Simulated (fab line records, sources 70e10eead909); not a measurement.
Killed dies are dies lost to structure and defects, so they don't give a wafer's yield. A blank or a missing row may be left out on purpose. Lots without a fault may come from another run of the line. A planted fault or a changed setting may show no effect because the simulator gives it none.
fab line records | flow nand_harc
record lots=14 wafers=42 last_day=32
route steps=1302 shown A_CONTACT@985 THIN_TSV@1261 END@1302
lots that met no fault: from a run of the same line without faults
start_h: hours from the record's first day to the start of the lot's first wafer shown | wait_h: hours since the lot's step before | " the same as in the row above | L1.1+2: a row that stands for several wafers | - no value, or no start given | * or withheld: withheld | < > ~ a bound
route shown NAME@n: a module of which the file shows steps, and the number in the route of the first | usual: mean/standard deviation of fault-free wafers | same: alike in all rows | chamber/n: place in a boat | sites: the reading at each site | _std_site: their standard deviation | _edge_site: outer sites' mean less inner sites' | radius_mm: how far each site lies from the wafer's centre | mask NAME#n: copy n | behind: the tool/chamber that last shaped the wafer | hold: why the lot was held/for how many hours/how that ended | device: the transistor (n, p or np) that didn't switch | end of line: the same wafers' tests at the end of the route | a step without rows: its recipe alone | killed: dies lost to structure and defects at the first sort, not the wafer's yield | map: a wafer's dies, x killed, . not, _ none there
set.NAME: the setting as run; set.NAME@STEP: as run at that earlier step | model.NAME: the simulator's own value behind a step, which no gauge read
steps of the route over a sample of lots; a table a step, a row a wafer
services: from which hour (start_h, from the record's first day; less than 0 if before it) a tool's chamber was out of use, for how many hours, and why
## steps
# step NHARC_A_CONTACT_DEP_28
# recipe target_thk_a=70000 temp_c=400 material=aC
# usual throttle_valve_pct=34.999/0.0097
# columns lot.wafer tool chamber start_h wait_h throttle_valve_pct
L208.1 acl_dep-02 0 500.77 0.1 34.984
L208.3 " 0 502.18 1.5 34.992
L208.4 " 0 " " 35.000
L207.4 acl_dep-01 0 502.89 2.2 34.998
L207.5 " 0 " " 35.004
L207.6 " 0 " " 35.011
L209.3 acl_dep-01 0 506.94 1.5 34.996
L209.5 " 0 508.36 2.9 34.991
L209.6 " 0 " " 34.983
L206.1 acl_dep-01 0 510.49 0.1 34.987
L206.5 " 0 513.28 2.8 35.009
L206.6 " 0 " " 35.004
L212.1 acl_dep-01 0 528.77 0.5 35.007
L212.5 " 0 531.56 3.3 34.998
L212.6 " 0 " " 34.988
L213.1 acl_dep-03 0 549.12 2.3 34.982
L213.2 " 0 " " 35.000
L213.5 " 0 551.94 5.1 34.988
L219.3 acl_dep-01 0 604.93 1.8 35.008
L219.4 " 0 " " 34.992
L219.5 " 0 " " 35.009
L221.1 acl_dep-02 0 626.84 1.9 35.012
L221.2 " 0 " " 34.999
L221.4 " 0 628.97 4.0 35.008
L220.2 acl_dep-01 0 628.64 0.8 35.017
L220.5 " 0 630.79 2.9 34.985
L220.6 " 0 " " 35.010
L222.1 acl_dep-03 0 641.40 0.2 35.007
L222.2 " 0 " " 35.008
L222.4 " 0 643.53 2.3 35.002
L223.2 acl_dep-01 0 641.93 0.8 35.011
L223.3 " 0 " " 34.994
L223.4 " 0 " " 34.976
L225.4 acl_dep-03 0 665.34 2.6 35.001
L225.5 " 0 " " 34.985
L225.6 " 0 " " 34.998
L226.1 acl_dep-01 0 689.95 0.1 34.998
L226.2 " 0 " " 35.008
L226.4 " 0 692.08 2.2 34.994
L228.1 acl_dep-01 0 696.10 3.1 34.999
L228.3 " 0 697.48 4.4 35.004
L228.5 " 0 698.87 5.8 35.004
# step NHARC_THIN_TSV_DESCUM_14
# recipe time_s=3 o2_flow_sccm=200 ar_flow_sccm=0 bias_power_w=0 chemistry=O2
# usual drypump_motor_current_A=5.7/0.36 oes_product_au=1.001/0.011 rf_vpp_V=57.6/0.85 showerhead_plenum_p_Torr=1.87/0.06 throttle_valve_pct=11.311/0.0096
# columns lot.wafer tool chamber start_h wait_h drypump_motor_current_A oes_product_au rf_hours_counter_h rf_vpp_V showerhead_plenum_p_Torr throttle_valve_pct
L207.5 rie_diel-02 1 562.22 - 6.1 1.020 - 57.5 1.89 11.310
L207.4 " 3 " " 5.9 1.008 - 58.1 1.85 11.309
L207.6 " 0 " " 5.7 1.003 - 58.7 1.96 11.304
L208.1 rie_diel-13 0 563.25 - 5.5 0.993 1.4 56.8 1.79 11.296
L208.3 " 1 " " 6.4 1.011 1.6 59.0 1.82 11.315
L208.4 " 2 " " 5.2 0.980 1.6 57.6 1.87 11.296
L213.1 rie_diel-03 0 606.74 - 5.2 0.997 9.6 59.2 1.89 11.316
L213.2 " 1 " " 5.9 1.001 8.4 57.4 1.78 11.315
L213.5 " 0 " " 5.2 1.000 - 56.9 1.89 11.308
L219.4 rie_diel-03 3 670.40 - 5.7 1.015 1.4 56.7 1.86 11.308
L219.3 " 0 " " 5.2 0.986 1.2 57.8 1.89 11.314
L219.5 " 2 " " 5.8 1.010 - 58.0 1.97 11.307
L220.2 rie_diel-03 1 686.06 - 5.8 1.005 2.8 56.1 1.78 11.307
L220.6 " 0 " " 5.2 0.994 - 57.5 1.89 11.317
L220.5 " 1 " " 5.8 1.009 - 56.5 1.78 11.313
L221.2 rie_diel-02 3 687.23 - 5.9 1.008 6.2 58.6 1.84 11.308
L221.1 " 0 " " 5.6 0.995 6.1 57.2 1.96 11.304
L221.4 " 1 " " 6.1 1.004 5.8 58.2 1.88 11.304
L223.4 rie_diel-03 2 703.37 - 5.8 1.025 4.0 58.9 1.97 11.320
L223.3 " 0 " " 5.2 0.995 3.8 57.4 1.89 11.318
L223.2 " 1 " " 5.9 1.012 4.0 57.2 1.78 11.339
L222.4 rie_diel-03 3 704.58 - 5.7 1.012 4.4 58.4 1.86 11.305
L222.1 " 0 " " 5.2 0.989 4.3 58.8 1.89 11.295
L222.2 " 2 " " 5.8 1.013 4.3 57.4 1.97 11.314
L225.4 rie_diel-03 2 726.65 - 5.9 1.017 6.6 58.6 1.96 11.300
L225.6 " 1 " " 5.9 1.010 - 56.9 1.78 11.296
L225.5 " 2 " " 5.8 1.012 - 57.1 1.96 11.299
L226.2 rie_diel-13 3 750.15 - 5.6 1.000 2.4 58.2 1.93 11.316
L226.4 " 1 " " 6.4 0.995 1.3 56.7 1.82 11.314
L226.1 " 2 " " 5.2 0.993 2.3 57.6 1.87 11.298
L228.3 rie_diel-02 0 759.97 - 5.6 0.988 0.1 58.0 1.96 11.325
L228.1 " 1 " " 6.0 1.003 0.1 56.3 1.88 11.309
L228.5 " 3 " " 5.9 0.996 - 56.7 1.84 11.291
# step NHARC_THIN_TSV_PVD_51
# recipe target_thk_a=1000 chamber_pressure_pa=5 material=Cu
# usual throttle_valve_pct=30.1/0.75
# columns lot.wafer tool chamber start_h wait_h throttle_valve_pct
L207.4 pvd_sputter-03 - - - 29.5
L207.6 " - " " 30.8
L207.5 " - " " 29.5
L208.4 pvd_sputter-01 - - - 29.9
L208.1 " - " " 30.3
L208.3 " - " " 31.5
L213.2 pvd_sputter-02 - - - 30.7
L213.1 " - " " 30.4
L213.5 " - " " 29.9
L219.4 pvd_sputter-01 - - - 29.6
L219.3 " - " " 28.8
L219.5 " - " " 30.4
L220.2 pvd_sputter-02 - - - 29.7
L220.5 " - " " 30.4
L220.6 " - " " 29.9
L221.4 pvd_sputter-03 - - - 29.2
L221.2 " - " " 30.5
L221.1 " - " " 29.4
L223.4 pvd_sputter-03 - - - 30.8
L223.3 " - " " 29.4
L223.2 " - " " 29.5
L222.4 pvd_sputter-01 - - - 30.3
L222.2 " - " " 31.1
L222.1 " - " " 28.7
L225.4 pvd_sputter-01 - - - 29.1
L225.5 " - " " 29.8
L225.6 " - " " 29.0
L226.2 pvd_sputter-01 - - - 28.5
L226.4 " - " " 30.4
L226.1 " - " " 29.7
L228.1 pvd_sputter-02 - - - 29.9
L228.3 " - " " 29.3
L228.5 " - " " 30.3
# step NHARC_THIN_TSV_STRIP_56
# recipe power_w=1500 temp_c=250 chemistry=O2
# usual drypump_motor_current_A=5.8/0.45 heater_power_w=324/29
# columns lot.wafer tool chamber start_h wait_h drypump_motor_current_A heater_power_w rf_hours_counter_h
L207.4 plasma_asher-01 1 568.92 0.2 5.1 296 -
L207.6 " 1 " " 5.1 299 -
L207.5 " 0 " " 5.6 308 -
L208.1 plasma_asher-01 1 569.75 0.1 5.1 305 8
L208.4 " 1 " " 5.1 301 -
L208.3 " 0 " " 5.6 300 -
L213.1 plasma_asher-01 1 613.01 0.1 5.1 294 17
L213.2 " 0 " " 5.6 304 17
L213.5 " 0 " " 5.6 298 -
L219.4 plasma_asher-02 0 676.99 0.2 6.2 309 -
L219.3 " 1 " " 6.2 372 -
L219.5 " 0 " " 6.2 317 -
L220.2 plasma_asher-02 1 692.36 0.1 6.1 378 16
L220.6 " 0 " " 6.1 319 -
L220.5 " 1 " " 6.2 374 -
L221.2 plasma_asher-01 1 693.61 0.1 5.1 296 33
L221.1 " 0 " " 5.6 302 33
L221.4 " 1 " " 5.1 297 -
L223.2 plasma_asher-02 0 710.30 0.1 6.1 312 22
L223.3 " 1 " " 6.2 374 -
L223.4 " 0 " " 6.1 321 -
L222.2 plasma_asher-02 1 711.05 0.1 6.2 377 23
L222.1 " 0 " " 6.1 317 23
L222.4 " 0 " " 6.1 311 -
L225.4 plasma_asher-01 0 733.11 0.2 5.6 317 -
L225.5 " 0 " " 5.6 313 -
L225.6 " 1 " " 5.1 292 -
L226.1 plasma_asher-01 0 757.52 0.3 5.6 315 11
L226.2 " 1 " " 5.1 296 11
L226.4 " 0 " " 5.6 311 -
L228.1 plasma_asher-01 0 766.38 0.1 5.6 317 13
L228.3 " 1 " " 5.1 294 -
L228.5 " 0 " " 5.6 312 -
# step NHARC_END_SORT_01
# recipe temp_c=25
# usual killed_at_array=58/20 killed_at_other=1.0/1.2 killed_at_periphery=4.1/3 killed_dies=63/20 killed_open=3.2/1.7 killed_short=2.5/1.5
# same gross_dies=677
# columns lot.wafer tool chamber start_h wait_h killed_at_array killed_at_other killed_at_periphery killed_dies killed_open killed_short
L209.3 prober-01 0 589.14 3.1 663 3 8 674 2 3
L209.5 prober-01 0 590.75 3.7 668 0 6 674 6 4
L209.6 prober-01 0 591.55 4.0 670 1 5 676 2 3
L206.1 prober-02 0 591.29 2.5 671 1 1 673 1 3
L206.5 prober-02 0 594.46 3.7 672 2 2 676 4 1
L206.6 prober-02 0 595.25 4.0 672 0 3 675 0 1
L212.1 prober-02 0 605.02 2.5 670 2 1 673 1 4
L212.5 prober-02 0 608.20 3.7 670 1 2 673 4 4
L212.6 prober-02 0 608.99 4.0 661 1 7 669 9 2
L219.3 prober-02 0 689.15 3.1 27 2 13 42 1 2
L219.4 prober-02 0 689.96 3.4 20 1 9 30 2 0
L219.5 prober-02 0 690.77 3.7 31 1 13 45 4 2
L223.2 prober-01 0 719.41 2.8 81 0 2 83 4 5
L223.3 prober-01 0 720.22 3.1 99 2 3 104 2 6
L223.4 prober-01 0 721.03 3.4 99 0 0 99 2 3
L225.4 prober-01 0 744.04 3.4 89 0 4 93 5 4
L225.5 prober-01 0 744.84 3.7 67 3 1 71 1 4
L225.6 prober-01 0 745.63 4.0 77 2 3 82 5 2
# killed by level:class
L209.3 A_CONTACT:area_dep=599 A_CHANNEL_HOLE_D1:chamber_film_flake=29 A_CHANNEL_HOLE_D2:chamber_film_flake=25 P_M1:chamber_film_flake=4 A_CONTACT:chamber_film_flake=4 THIN_TSV:chamber_film_flake=3 P_STI:chamber_film_flake=2 P_M0:geometric_particle:short=1
L209.5 A_CONTACT:area_dep=627 A_CHANNEL_HOLE_D2:chamber_film_flake=14 A_CHANNEL_HOLE_D1:chamber_film_flake=13 A_DECK1_JOINT:chamber_film_flake=3 A_CHANNEL_FILL_D2:geometric_particle:open=2 A_CONTACT:chamber_film_flake=2 P_GATE:geometric_particle:open=1 P_CONTACT:geometric_particle:open=1
L206.1 A_CONTACT:area_dep=615 A_SLIT:chamber_film_flake=25 A_CHANNEL_HOLE_D1:chamber_film_flake=19 A_CHANNEL_HOLE_D2:chamber_film_flake=5 A_CONTACT:chamber_film_flake=2 A_ONON_D1:geometric_particle:short=1 A_CHANNEL_HOLE_D1:geometric_particle:short=1 A_CHANNEL_FILL_D2:geometric_particle:short=1
L209.6 A_CONTACT:area_dep=619 A_CHANNEL_HOLE_D2:chamber_film_flake=22 A_CHANNEL_HOLE_D1:chamber_film_flake=16 A_CONTACT:chamber_film_flake=4 P_M1:chamber_film_flake=3 A_WL_FILL:chamber_film_flake=2 P_GATE:geometric_particle:open=1 A_CHANNEL_HOLE_D1:geometric_particle:short=1
L206.5 A_CONTACT:area_dep=605 A_CHANNEL_HOLE_D1:chamber_film_flake=26 A_SLIT:chamber_film_flake=24 A_CHANNEL_HOLE_D2:chamber_film_flake=9 A_CONTACT:chamber_film_flake=3 THIN_TSV:chamber_film_flake=2 P_M0:geometric_particle:open=1 A_CHANNEL_HOLE_D1:geometric_particle:open=1
L206.6 A_CONTACT:area_dep=607 A_SLIT:chamber_film_flake=26 A_CHANNEL_HOLE_D1:chamber_film_flake=21 A_CHANNEL_HOLE_D2:chamber_film_flake=15 P_STI:chamber_film_flake=2 A_WL_FILL:geometric_particle:short=1 P_GATE:chamber_film_flake=1 A_STAIRCASE:chamber_film_flake=1
L212.1 A_CONTACT:area_dep=641 A_CHANNEL_HOLE_D2:chamber_film_flake=12 A_CONTACT:chamber_film_flake=9 A_CHANNEL_HOLE_D1:chamber_film_flake=3 THIN_TSV:chamber_film_flake=2 A_ONON_D2:geometric_particle:short=1 A_WL_FILL:geometric_particle:short=1 A_M0:geometric_particle:open=1
L212.5 A_CONTACT:area_dep=642 A_CHANNEL_HOLE_D2:chamber_film_flake=9 A_CONTACT:chamber_film_flake=7 A_CHANNEL_HOLE_D1:chamber_film_flake=2 P_M0:geometric_particle:open=1 A_DECK1_JOINT:geometric_particle:short=1 A_CHANNEL_FILL_D2:geometric_particle:open=1 A_CHANNEL_FILL_D2:geometric_particle:short=1
L212.6 A_CONTACT:area_dep=640 A_CHANNEL_HOLE_D2:chamber_film_flake=9 P_CONTACT:geometric_particle:open=3 A_CHANNEL_HOLE_D1:chamber_film_flake=3 P_M0:geometric_particle:open=2 A_M0:geometric_particle:open=2 A_CONTACT:chamber_film_flake=2 A_CHANNEL_FILL_D1:geometric_particle:short=1
L219.3 A_CHANNEL_HOLE_D1:chamber_film_flake=10 P_GATE:chamber_film_flake=8 A_STAIRCASE:chamber_film_flake=8 A_SLIT:chamber_film_flake=4 P_BONDPAD:chamber_film_flake=3 P_CONTACT:chamber_film_flake=2 THIN_TSV:chamber_film_flake=2 A_ONON_D1:geometric_particle:open=1
L219.4 A_STAIRCASE:chamber_film_flake=8 A_CHANNEL_HOLE_D1:chamber_film_flake=6 P_CONTACT:chamber_film_flake=5 P_GATE:chamber_film_flake=2 P_GATE:geometric_particle:open=1 A_WL_FILL:geometric_particle:open=1 P_BONDPAD:chamber_film_flake=1 A_ZERO_WELL:chamber_film_flake=1
L219.5 A_STAIRCASE:chamber_film_flake=9 A_CHANNEL_HOLE_D1:chamber_film_flake=8 P_GATE:chamber_film_flake=6 P_CONTACT:chamber_film_flake=4 A_SLIT:chamber_film_flake=4 P_BONDPAD:chamber_film_flake=2 A_CHANNEL_FILL_D1:chamber_film_flake=2 P_GATE:geometric_particle:open=1
L223.2 A_SLIT:chamber_film_flake=23 A_CHANNEL_HOLE_D1:chamber_film_flake=21 A_CHANNEL_HOLE_D2:chamber_film_flake=19 A_CHANNEL_FILL_D2:chamber_film_flake=4 A_STAIRCASE:chamber_film_flake=3 A_CONTACT:chamber_film_flake=3 A_WL_FILL:geometric_particle:short=2 P_M0:geometric_particle:open=1
L223.3 A_SLIT:chamber_film_flake=33 A_CHANNEL_HOLE_D1:chamber_film_flake=30 A_CHANNEL_HOLE_D2:chamber_film_flake=22 A_CHANNEL_FILL_D1:geometric_particle:short=3 A_CONTACT:chamber_film_flake=3 A_BLC:geometric_particle:open=2 P_M1:chamber_film_flake=2 A_CHANNEL_FILL_D2:chamber_film_flake=2
L223.4 A_SLIT:chamber_film_flake=44 A_CHANNEL_HOLE_D2:chamber_film_flake=23 A_CHANNEL_HOLE_D1:chamber_film_flake=19 A_CONTACT:chamber_film_flake=5 A_CHANNEL_FILL_D2:chamber_film_flake=2 A_ONON_D1:geometric_particle:short=1 A_ONON_D1:geometric_particle:open=1 A_CHANNEL_FILL_D1:geometric_particle:open=1
L225.4 A_CHANNEL_HOLE_D2:chamber_film_flake=32 A_CHANNEL_HOLE_D1:chamber_film_flake=29 A_SLIT:chamber_film_flake=13 A_CONTACT:chamber_film_flake=4 P_GATE:chamber_film_flake=3 A_CHANNEL_FILL_D1:geometric_particle:short=2 A_WL_FILL:geometric_particle:short=2 P_CONTACT:geometric_particle:open=1
L225.5 A_CHANNEL_HOLE_D1:chamber_film_flake=23 A_CHANNEL_HOLE_D2:chamber_film_flake=22 A_SLIT:chamber_film_flake=9 A_CONTACT:chamber_film_flake=7 THIN_TSV:chamber_film_flake=3 A_WL_FILL:geometric_particle:short=2 A_M0:geometric_particle:open=1 A_M0:geometric_particle:short=1
L225.6 A_CHANNEL_HOLE_D1:chamber_film_flake=31 A_CHANNEL_HOLE_D2:chamber_film_flake=27 A_SLIT:chamber_film_flake=8 A_CONTACT:chamber_film_flake=4 A_CHANNEL_FILL_D1:geometric_particle:short=2 P_GATE:chamber_film_flake=2 THIN_TSV:chamber_film_flake=2 P_M1:geometric_particle:open=1
## services
# columns tool chamber start_h hours kind
rie_diel-03 1 477.27 14.6 repair
acl_dep-03 - 486.52 13.0 pm
plasma_asher-01 - 519.15 9.0 pm
pvd_sputter-03 - 533.81 10.0 pm
rie_diel-03 3 534.76 4.0 repair
rie_diel-02 - 536.37 0.2 repair
rie_diel-02 - 538.10 0.6 repair
rie_diel-02 2 554.71 12.9 repair
acl_dep-01 - 556.23 13.0 pm
pvd_sputter-03 - 558.79 1.7 repair
rie_diel-02 - 570.70 9.0 pm
pvd_sputter-01 - 582.00 10.0 pm
pvd_sputter-03 - 599.04 1.9 repair
plasma_asher-02 - 603.00 9.0 pm
rie_diel-03 - 635.30 9.0 pm
pvd_sputter-02 - 638.00 10.0 pm
rie_diel-02 1 651.74 7.4 repair
plasma_asher-01 - 696.15 9.0 pm
rie_diel-03 - 732.67 0.6 repair
acl_dep-01 - 737.51 13.0 pm
plasma_asher-01 - 746.43 0.5 repair
plasma_asher-02 - 751.58 6.0 repair
pvd_sputter-01 - 756.98 2.0 repair
pvd_sputter-01 - 760.00 10.0 pm
## key
first_sign step=NHARC_END_SORT_01 reading=killed_dies direction=up sigmas=31 usual=63 struck=674
effect step=NHARC_END_SORT_01 reading=killed_at_array direction=up sigmas=30 usual=58 struck=669
more_kills_born_at NHARC_A_CONTACT_DEP_28@acl_dep-01=5595
met_at NHARC_A_CONTACT_DEP_28
struck_lots L206,L209,L212
struck_wafers L206.1,L206.5,L206.6,L209.3,L209.5,L209.6,L212.1,L212.5,L212.6
later_rows_left_out L206.1,L206.5,L206.6,L209.3,L209.5,L209.6,L212.1,L212.5,L212.6
tester_left_out L206,L209,L212
not_acting_at NHARC_THIN_TSV_DESCUM_14,NHARC_THIN_TSV_PVD_51,NHARC_THIN_TSV_STRIP_56
fault kind=process_parameter_drift tool=acl_dep-01 chamber=0 onset_h=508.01 steps=NHARC_A_CONTACT_DEP_28 channel=target_thk_a offset=* shape=step end_h=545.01 acts_in=* stated=*
# tester_left_out: of these lots the tester's yield and bins aren't shown, on N5 and GAA mostly nor the transistor test; their killed dies are dies lost to structure and defects alone, not to doping, threshold or leakage, so they don't give the yield
# later_rows_left_out: the simulator's readings of these wafers behind a module that went badly wrong aren't trusted and aren't shown, but for the sort
